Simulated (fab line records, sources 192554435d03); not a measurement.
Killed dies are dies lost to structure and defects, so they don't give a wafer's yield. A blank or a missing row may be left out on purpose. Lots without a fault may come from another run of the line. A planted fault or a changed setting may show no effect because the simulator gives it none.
Chamber matching | flow n5_finfet | N5_MOL_CONTACT_COAG_CO_FILL_22 on cvd_co-02: 3 sister chambers
The step material Co, precursor CCTBA/H2, target thk 20 nm. 6 wafers are shown with their chamber, then 12 later ones without.

WAFERS WITH THEIR CHAMBER
wafer  | chamber | heater_power_w (W)
L087.2 | 1       | 207
L088.2 | 2       | 254
L088.6 | 0       | 245
L091.2 | 1       | 214
L091.4 | 0       | 246
L091.6 | 2       | 258

WAFERS WITHOUT THEIR CHAMBER
wafer  | heater_power_w (W)
L092.2 | 253
L092.4 | 247
L092.5 | 255
L093.2 | 212
L093.3 | 254
L093.4 | 242
L095.4 | 211
L095.5 | 247
L095.6 | 255
L097.1 | 262
L097.4 | 216
L097.5 | 247

WHICH CHAMBER EACH WENT THROUGH
wafer  | from the rows above     | in truth
L092.2 | can't be placed: 2 or 0 | 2
L092.4 | 0                       | 0
L092.5 | 2                       | 2
L093.2 | 1                       | 1
L093.3 | can't be placed: 2 or 0 | 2
L093.4 | 0                       | 0
L095.4 | 1                       | 1
L095.5 | 0                       | 0
L095.6 | 2                       | 2
L097.1 | 2                       | 2
L097.4 | 1                       | 1
L097.5 | 0                       | 0
Placed correctly: 10 of 12. Can't be placed from these rows: 2 (the true chamber is among the candidates in 2). Placed wrongly: 0.
How it was worked out, from the rows above alone: a wafer's distance from a chamber is the root of the sum, over the readings, of the square of ((its reading less the chamber's mean) divided by the reading's scatter). The wafer belongs to the nearest chamber; if the next one is less than 2 further off, it can't be placed. A chamber's mean is the mean of its shown wafers. The scatter: the root of (the sum of the squares of (reading less its chamber's mean) over the shown wafers, divided by (wafers less chambers)).
